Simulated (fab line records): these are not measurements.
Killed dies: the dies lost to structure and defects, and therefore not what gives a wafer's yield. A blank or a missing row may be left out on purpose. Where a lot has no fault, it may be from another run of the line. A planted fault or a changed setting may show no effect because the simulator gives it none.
Problem report in the 8D (eight disciplines) form, filled by code :: flow nand_harc :: the parts of the form that need people (team, actions taken, sign-off) are left out

## 1. PROBLEM STATEMENT
Mean of oes_product_au at NHARC_A_WL_FILL_ETCHBACK_26: 1.194 a.u. across 2 wafers in 2 lots; on wafers with no fault it is 1.000 a.u. (standard deviation 0.01). That is +19 standard deviations from the usual mean.
The step: etches the open film in HBr, target depth 52 nm, time 13.3 s.
Earliest sighting: wafer L601.1 on rie_si-01 at day 18 01:06. The record holds 39 wafers of 13 lots with a number at this step. Rule for "out" (also "out of limits"): further than 4 standard deviations from the usual mean. Any other wafer with a number is counted as sound.

## 2. WHAT IT IS, WHAT IT ISN'T
question: which readings at this step
is: oes_product_au
is not: drypump_motor_current_A, he_backside_leak_sccm, throttle_valve_pct

question: which lots
is: L601, L606
is not: L593, L595, L596, L597, L599, L600, L603, L611, L612, L614, L616

question: which wafers of those lots
is: L601.1, L606.5
is not: L601.2, L601.6, L606.2, L606.4

question: read on which tools
is: rie_si-01
is not: rie_si-02, rie_si-04

question: when
is: from day 18 01:06
is not: up to then (23 sound wafers); but 14 sound wafers of L606, L611, L612, L614, L616 came after

## 3. THE SUSPECTS, EACH WITH WHAT RULES IT OUT
Counting: a tool at a process step up to the reading stays a suspect if it ran every lot that is out. Sound lots after the first of them don't rule it out here, since some wafers of a struck lot are sound.
- rie_diel-03 at NHARC_A_SGD_CUT_STRIP_28 (strips in O2, time 20 s): kept. Every lot that is out went through it, the first being L601 (day 18 01:06); the last sound lot it ran before that was L600 (day 17 09:22). With no start given for some of its lots, NHARC_A_SGD_CUT_STRIP_28 uses the hours and lot order of NHARC_A_WL_FILL_ETCHBACK_26.
- rie_si-01 at NHARC_A_WL_FILL_ETCHBACK_26 (etches the open film in HBr, target depth 52 nm, time 13.3 s): kept. Every lot that is out went through it, the first being L601 (day 18 01:06); the last sound lot it ran before that was L600 (day 17 09:22). Its own readings are out on those wafers: oes_product_au.
- rie_si-01, NHARC_A_WL_FILL_ETCHBACK_26: wafers that are out in chamber 0, sound lot-mates in chambers 1, 3.
Remaining after the count are rie_diel-03 at NHARC_A_SGD_CUT_STRIP_28 and rie_si-01 at NHARC_A_WL_FILL_ETCHBACK_26.

## 4. THE CAUSE (what the simulator had put in)
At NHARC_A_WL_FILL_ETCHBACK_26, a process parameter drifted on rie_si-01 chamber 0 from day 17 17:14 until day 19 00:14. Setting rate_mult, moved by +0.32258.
2 suspects survive the count, and this tool is in that group.

## 5. THE CHAIN OF EFFECTS, in route order
Rows list readings where the struck wafers' mean (over those with a number) sits beyond 3 standard deviations from the usual. Only readings for which the record gives a usual standard deviation are gone through. hours: the time from each lot's start at the first step in this table that gives one to its start at this step, as a median over the lots. sigmas: the change in usual standard deviations.
hours: 0
step: NHARC_A_WL_FILL_ETCHBACK_26
reading: oes_product_au
usual: 1.000 a.u.
on struck wafers: 1.194
change: +0.194
sigmas: +19
Its process steps:
- NHARC_A_WL_FILL_ETCHBACK_26: etches the open film in HBr, target depth 52 nm, time 13.3 s.

## 6. HOW IT WOULD HAVE BEEN CAUGHT EARLIER
8 hours passed between the start of the fault at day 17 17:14 and the first reading out of limits in this record, taken at day 18 01:06.
